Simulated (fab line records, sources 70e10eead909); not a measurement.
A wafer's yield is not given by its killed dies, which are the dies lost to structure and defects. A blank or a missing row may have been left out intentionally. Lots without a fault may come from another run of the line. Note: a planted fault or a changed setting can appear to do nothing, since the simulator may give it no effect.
The tool behind it: which one? :: flow nand_harc :: Sampling: 11 lots, 33 wafers, 4 of 1159 route steps

## WHAT THE GAUGES READ, wafer by wafer
Not one reading of a measure or inspect step in the record can be checked against a usual standard deviation.

## EACH LOT AND THE TOOL THAT RAN IT (in order: tool; ch and the chambers of the sampled wafers; start)
lot: L774
NHARC_A_CONTACT_DESCUM_74: rie_diel-13 ch 0,2,3, day 17 02:37
NHARC_A_CONTACT_ETCH_75: rie_diel-13 ch 0,1, day 17 02:40
NHARC_A_CONTACT_ETCH_78: rie_diel-13 ch 0,3, day 17 03:56 or earlier
NHARC_A_CONTACT_ETCH_125: har_cap_etch-02 ch 0,1, day 17 03:56

lot: L772
NHARC_A_CONTACT_DESCUM_74: rie_diel-12 ch 0,2,3, day 17 08:34
NHARC_A_CONTACT_ETCH_75: rie_diel-12 ch 0,1,2, day 17 08:38
NHARC_A_CONTACT_ETCH_78: rie_diel-12 ch 1,3, day 17 09:54 or earlier
NHARC_A_CONTACT_ETCH_125: har_cap_etch-02 ch 0,1, day 17 09:54

lot: L776
NHARC_A_CONTACT_DESCUM_74: rie_diel-12 ch 0,3, day 18 10:28
NHARC_A_CONTACT_ETCH_75: rie_diel-12 ch 1,3, day 18 10:34
NHARC_A_CONTACT_ETCH_78: rie_diel-12 ch 1,2, day 18 11:47 or earlier
NHARC_A_CONTACT_ETCH_125: har_cap_etch-02 ch 0,1, day 18 11:47

lot: L777
NHARC_A_CONTACT_DESCUM_74: rie_diel-12 ch 2,3, day 18 15:37
NHARC_A_CONTACT_ETCH_75: rie_diel-12 ch 0,3, day 18 15:43
NHARC_A_CONTACT_ETCH_78: rie_diel-12 ch 1,3, day 18 16:56 or earlier
NHARC_A_CONTACT_ETCH_125: har_cap_etch-02 ch 0,1, day 18 16:56

lot: L779
NHARC_A_CONTACT_DESCUM_74: rie_diel-13 ch 0,1, day 18 19:19
NHARC_A_CONTACT_ETCH_75: rie_diel-13 ch 1,3, day 18 19:26
NHARC_A_CONTACT_ETCH_78: rie_diel-13 ch 0,1, day 18 20:49 or earlier
NHARC_A_CONTACT_ETCH_125: har_cap_etch-03 ch 0,1, day 18 20:49

lot: L781
NHARC_A_CONTACT_DESCUM_74: rie_diel-12 ch 1,2, day 19 23:41
NHARC_A_CONTACT_ETCH_75: rie_diel-12 ch 1,2, day 19 23:49
NHARC_A_CONTACT_ETCH_78: rie_diel-12 ch 0,1,2, day 20 01:25 or earlier
NHARC_A_CONTACT_ETCH_125: har_cap_etch-03 ch 0,1, day 20 01:25

lot: L790
NHARC_A_CONTACT_DESCUM_74: rie_diel-10 ch 0,2,3, day 21 02:50
NHARC_A_CONTACT_ETCH_75: rie_diel-10 ch 1,2,3, day 21 02:55
NHARC_A_CONTACT_ETCH_78: rie_diel-10 ch 1,2,3, day 21 04:10 or earlier
NHARC_A_CONTACT_ETCH_125: har_cap_etch-03 ch 0,1, day 21 04:10

lot: L789
NHARC_A_CONTACT_DESCUM_74: rie_diel-10 ch 0,2, day 21 08:56
NHARC_A_CONTACT_ETCH_75: rie_diel-10 ch 0,1,2, day 21 09:02
NHARC_A_CONTACT_ETCH_78: rie_diel-10 ch 0,1, day 21 10:32 or earlier
NHARC_A_CONTACT_ETCH_125: har_cap_etch-03 ch 0,1, day 21 10:32

lot: L787
NHARC_A_CONTACT_DESCUM_74: rie_diel-12 ch 0,1,3, day 21 15:48
NHARC_A_CONTACT_ETCH_75: rie_diel-12 ch 0,1,2, day 21 15:52
NHARC_A_CONTACT_ETCH_78: rie_diel-12 ch 0,3, day 21 17:05 or earlier
NHARC_A_CONTACT_ETCH_125: har_cap_etch-03 ch 0,1, day 21 17:05

lot: L791
NHARC_A_CONTACT_DESCUM_74: rie_diel-13 ch 0,2,3, day 22 03:50
NHARC_A_CONTACT_ETCH_75: rie_diel-13 ch 0,2,3, day 22 03:56
NHARC_A_CONTACT_ETCH_78: rie_diel-13 ch 0,1,3, day 22 05:11 or earlier
NHARC_A_CONTACT_ETCH_125: har_cap_etch-01 ch 0,1, day 22 05:11

lot: L792
NHARC_A_CONTACT_DESCUM_74: rie_diel-13 ch 1,2,3, day 22 07:29
NHARC_A_CONTACT_ETCH_75: rie_diel-13 ch 0,1,2, day 22 07:35
NHARC_A_CONTACT_ETCH_78: rie_diel-13 ch 1,2,3, day 22 08:50 or earlier
NHARC_A_CONTACT_ETCH_125: har_cap_etch-03 ch 0,1, day 22 08:50
- NHARC_A_CONTACT_DESCUM_74: chemistry O2, time 3 s.
- NHARC_A_CONTACT_ETCH_75: etches the open film in CF4, target depth 39 nm, time 65 s.
- NHARC_A_CONTACT_ETCH_78: etches the open film in O2/COS, target depth 2800 nm, time 728 s.
- NHARC_A_CONTACT_ETCH_125: etches the open film in C4F8/O2/Ar, time 155 s, target depth 956 nm.

## WHAT THE TOOLS THEMSELVES READ (means of the sampled wafers that have a number; where no wafer has one, the mark that the record gives instead)
NHARC_A_CONTACT_DESCUM_74. Usual: drypump_motor_current_A 5.9 A, standard deviation 0.51; oes_product_au 1.001 a.u., standard deviation 0.009; rf_vpp_V 57.7 V, standard deviation 0.84; showerhead_plenum_p_Torr 1.89 Torr, standard deviation 0.086; throttle_valve_pct 11.311 %, standard deviation 0.0086.
lot: L774
tool: rie_diel-13
drypump_motor_current_A (A): 5.9
oes_product_au (a.u.): 0.994
rf_vpp_V (V): 56.8
showerhead_plenum_p_Torr (Torr): 1.86
throttle_valve_pct (%): 11.311
flag: 

lot: L772
tool: rie_diel-12
drypump_motor_current_A (A): 5.7
oes_product_au (a.u.): 1.003
rf_vpp_V (V): 58.3
showerhead_plenum_p_Torr (Torr): 1.93
throttle_valve_pct (%): 11.317
flag: 

lot: L776
tool: rie_diel-12
drypump_motor_current_A (A): 5.4
oes_product_au (a.u.): 1.013
rf_vpp_V (V): 58.2
showerhead_plenum_p_Torr (Torr): 1.84
throttle_valve_pct (%): 11.303
flag: 

lot: L777
tool: rie_diel-12
drypump_motor_current_A (A): 5.6
oes_product_au (a.u.): 1.014
rf_vpp_V (V): 58.2
showerhead_plenum_p_Torr (Torr): 1.99
throttle_valve_pct (%): 11.312
flag: 

lot: L779
tool: rie_diel-13
drypump_motor_current_A (A): 6.3
oes_product_au (a.u.): 1.011
rf_vpp_V (V): 57.2
showerhead_plenum_p_Torr (Torr): 1.88
throttle_valve_pct (%): 11.313
flag: 

lot: L781
tool: rie_diel-12
drypump_motor_current_A (A): 6.4
oes_product_au (a.u.): 0.995
rf_vpp_V (V): 57.8
showerhead_plenum_p_Torr (Torr): 1.97
throttle_valve_pct (%): 11.312
flag: 

lot: L790
tool: rie_diel-10
drypump_motor_current_A (A): 5.5
oes_product_au (a.u.): 1.000
rf_vpp_V (V): 57.4
showerhead_plenum_p_Torr (Torr): 1.84
throttle_valve_pct (%): 11.313
flag: 

lot: L789
tool: rie_diel-10
drypump_motor_current_A (A): 5.2
oes_product_au (a.u.): 0.992
rf_vpp_V (V): 57.6
showerhead_plenum_p_Torr (Torr): 1.82
throttle_valve_pct (%): 11.309
flag: 

lot: L787
tool: rie_diel-12
drypump_motor_current_A (A): 5.8
oes_product_au (a.u.): 1.009
rf_vpp_V (V): 57.8
showerhead_plenum_p_Torr (Torr): 1.86
throttle_valve_pct (%): 11.309
flag: 

lot: L791
tool: rie_diel-13
drypump_motor_current_A (A): 5.9
oes_product_au (a.u.): 1.001
rf_vpp_V (V): 56.9
showerhead_plenum_p_Torr (Torr): 1.84
throttle_valve_pct (%): 11.311
flag: 

lot: L792
tool: rie_diel-13
drypump_motor_current_A (A): 6.2
oes_product_au (a.u.): 1.004
rf_vpp_V (V): 57.5
showerhead_plenum_p_Torr (Torr): 1.83
throttle_valve_pct (%): 11.314
flag: 

NHARC_A_CONTACT_ETCH_75. Usual: drypump_motor_current_A 5.9 A, standard deviation 0.51; oes_product_au 1.000 a.u., standard deviation 0.0096; rf_vpp_V 151.0 V, standard deviation 1.2; run_length_s 86.2 s, standard deviation 0.4; showerhead_plenum_p_Torr 1.75 Torr, standard deviation 0.075; throttle_valve_pct 13.285 %, standard deviation 0.0096.
lot: L774
tool: rie_diel-13
drypump_motor_current_A (A): 6.0
oes_product_au (a.u.): 0.998
rf_vpp_V (V): 150.6
run_length_s (s): 85.6
showerhead_plenum_p_Torr (Torr): 1.75
throttle_valve_pct (%): 13.290
flag: 

lot: L772
tool: rie_diel-12
drypump_motor_current_A (A): 6.1
oes_product_au (a.u.): 0.996
rf_vpp_V (V): 151.2
run_length_s (s): 86.2
showerhead_plenum_p_Torr (Torr): 1.74
throttle_valve_pct (%): 13.281
flag: 

lot: L776
tool: rie_diel-12
drypump_motor_current_A (A): 5.8
oes_product_au (a.u.): 1.022
rf_vpp_V (V): 152.0
run_length_s (s): 86.2
showerhead_plenum_p_Torr (Torr): 1.79
throttle_valve_pct (%): 13.279
flag: 

lot: L777
tool: rie_diel-12
drypump_motor_current_A (A): 5.4
oes_product_au (a.u.): 1.007
rf_vpp_V (V): 151.6
run_length_s (s): 86.0
showerhead_plenum_p_Torr (Torr): 1.76
throttle_valve_pct (%): 13.289
flag: 

lot: L779
tool: rie_diel-13
drypump_motor_current_A (A): 6.5
oes_product_au (a.u.): 0.999
rf_vpp_V (V): 151.0
run_length_s (s): 86.4
showerhead_plenum_p_Torr (Torr): 1.73
throttle_valve_pct (%): 13.285
flag: 

lot: L781
tool: rie_diel-12
drypump_motor_current_A (A): 6.5
oes_product_au (a.u.): 1.006
rf_vpp_V (V): 150.9
run_length_s (s): 86.3
showerhead_plenum_p_Torr (Torr): 1.77
throttle_valve_pct (%): 13.280
flag: 

lot: L790
tool: rie_diel-10
drypump_motor_current_A (A): 5.4
oes_product_au (a.u.): 0.994
rf_vpp_V (V): 151.1
run_length_s (s): 86.2
showerhead_plenum_p_Torr (Torr): 1.75
throttle_valve_pct (%): 13.282
flag: 

lot: L789
tool: rie_diel-10
drypump_motor_current_A (A): 5.4
oes_product_au (a.u.): 1.003
rf_vpp_V (V): 151.3
run_length_s (s): 86.5
showerhead_plenum_p_Torr (Torr): 1.73
throttle_valve_pct (%): 13.288
flag: 

lot: L787
tool: rie_diel-12
drypump_motor_current_A (A): 6.2
oes_product_au (a.u.): 1.002
rf_vpp_V (V): 150.6
run_length_s (s): 81.2
showerhead_plenum_p_Torr (Torr): 1.74
throttle_valve_pct (%): 13.278
flag: OFF

lot: L791
tool: rie_diel-13
drypump_motor_current_A (A): 5.9
oes_product_au (a.u.): 1.005
rf_vpp_V (V): 151.0
run_length_s (s): 86.2
showerhead_plenum_p_Torr (Torr): 1.71
throttle_valve_pct (%): 13.291
flag: 

lot: L792
tool: rie_diel-13
drypump_motor_current_A (A): 6.1
oes_product_au (a.u.): 1.008
rf_vpp_V (V): 150.5
run_length_s (s): 86.1
showerhead_plenum_p_Torr (Torr): 1.71
throttle_valve_pct (%): 13.290
flag: 

NHARC_A_CONTACT_ETCH_78. Usual: drypump_motor_current_A 5.9 A, standard deviation 0.5; oes_product_au 1.002 a.u., standard deviation 0.0087; rf_vpp_V 313.8 V, standard deviation 2; run_length_s 749.2 s, standard deviation 0.36; showerhead_plenum_p_Torr 3.09 Torr, standard deviation 0.13; throttle_valve_pct 28.330 %, standard deviation 0.0087.
lot: L774
tool: rie_diel-13
drypump_motor_current_A (A): 5.9
oes_product_au (a.u.): 1.003
rf_vpp_V (V): 314.9
run_length_s (s): 749.0
showerhead_plenum_p_Torr (Torr): 3.09
throttle_valve_pct (%): 28.321
flag: 

lot: L772
tool: rie_diel-12
drypump_motor_current_A (A): 5.8
oes_product_au (a.u.): 1.007
rf_vpp_V (V): 315.2
run_length_s (s): 748.9
showerhead_plenum_p_Torr (Torr): 3.15
throttle_valve_pct (%): 28.331
flag: 

lot: L776
tool: rie_diel-12
drypump_motor_current_A (A): 6.4
oes_product_au (a.u.): 0.991
rf_vpp_V (V): 315.3
run_length_s (s): 749.2
showerhead_plenum_p_Torr (Torr): 3.22
throttle_valve_pct (%): 28.339
flag: 

lot: L777
tool: rie_diel-12
drypump_motor_current_A (A): 6.3
oes_product_au (a.u.): 1.003
rf_vpp_V (V): 314.8
run_length_s (s): 749.1
showerhead_plenum_p_Torr (Torr): 3.10
throttle_valve_pct (%): 28.326
flag: 

lot: L779
tool: rie_diel-13
drypump_motor_current_A (A): 6.3
oes_product_au (a.u.): 1.009
rf_vpp_V (V): 314.7
run_length_s (s): 748.8
showerhead_plenum_p_Torr (Torr): 3.07
throttle_valve_pct (%): 28.323
flag: 

lot: L781
tool: rie_diel-12
drypump_motor_current_A (A): 6.1
oes_product_au (a.u.): 0.995
rf_vpp_V (V): 313.8
run_length_s (s): 749.1
showerhead_plenum_p_Torr (Torr): 3.08
throttle_valve_pct (%): 28.339
flag: 

lot: L790
tool: rie_diel-10
drypump_motor_current_A (A): 5.4
oes_product_au (a.u.): 1.000
rf_vpp_V (V): 314.1
run_length_s (s): 749.3
showerhead_plenum_p_Torr (Torr): 3.09
throttle_valve_pct (%): 28.326
flag: 

lot: L789
tool: rie_diel-10
drypump_motor_current_A (A): 5.5
oes_product_au (a.u.): 1.001
rf_vpp_V (V): 314.6
run_length_s (s): 749.3
showerhead_plenum_p_Torr (Torr): 3.14
throttle_valve_pct (%): 28.329
flag: 

lot: L787
tool: rie_diel-12
drypump_motor_current_A (A): 5.4
oes_product_au (a.u.): 1.015
rf_vpp_V (V): 314.1
run_length_s (s): 749.3
showerhead_plenum_p_Torr (Torr): 3.10
throttle_valve_pct (%): 28.334
flag: 

lot: L791
tool: rie_diel-13
drypump_motor_current_A (A): 6.2
oes_product_au (a.u.): 1.011
rf_vpp_V (V): 312.5
run_length_s (s): 749.2
showerhead_plenum_p_Torr (Torr): 3.05
throttle_valve_pct (%): 28.329
flag: 

lot: L792
tool: rie_diel-13
drypump_motor_current_A (A): 6.2
oes_product_au (a.u.): 1.007
rf_vpp_V (V): 312.6
run_length_s (s): 749.4
showerhead_plenum_p_Torr (Torr): 3.00
throttle_valve_pct (%): 28.320
flag: 

## THE ANSWER, worked out from the rows above alone
Rule: a lot is off if the mean of its wafers that have a number lies more than 3 standard deviations from the usual mean. A lot without any number at a reading at which 4 lots or more have one is off too. Any other lot the step has rows for is counted as sound. Order of review: gauges by route order, followed by the tools' own readings, for which a lot's mean as printed above is used. At the first step where some lot is off, the reading lying furthest off is the one used; lots without a number count as furthest.
Off: L787 (NHARC_A_CONTACT_ETCH_75, run_length_s).
A tool fits if, at that step or a process step before it, it ran every lot that is off, and no sound lot after the first of them. One candidate fits, namely rie_diel-12 at NHARC_A_CONTACT_DESCUM_74 and NHARC_A_CONTACT_ETCH_75. At NHARC_A_CONTACT_DESCUM_74 its last sound lot is L781 (day 19 23:41), its first lot that is off L787 (day 21 15:48): a fault that began between those two fits.

## WHAT HAD BEEN PUT IN BY THE SIMULATOR
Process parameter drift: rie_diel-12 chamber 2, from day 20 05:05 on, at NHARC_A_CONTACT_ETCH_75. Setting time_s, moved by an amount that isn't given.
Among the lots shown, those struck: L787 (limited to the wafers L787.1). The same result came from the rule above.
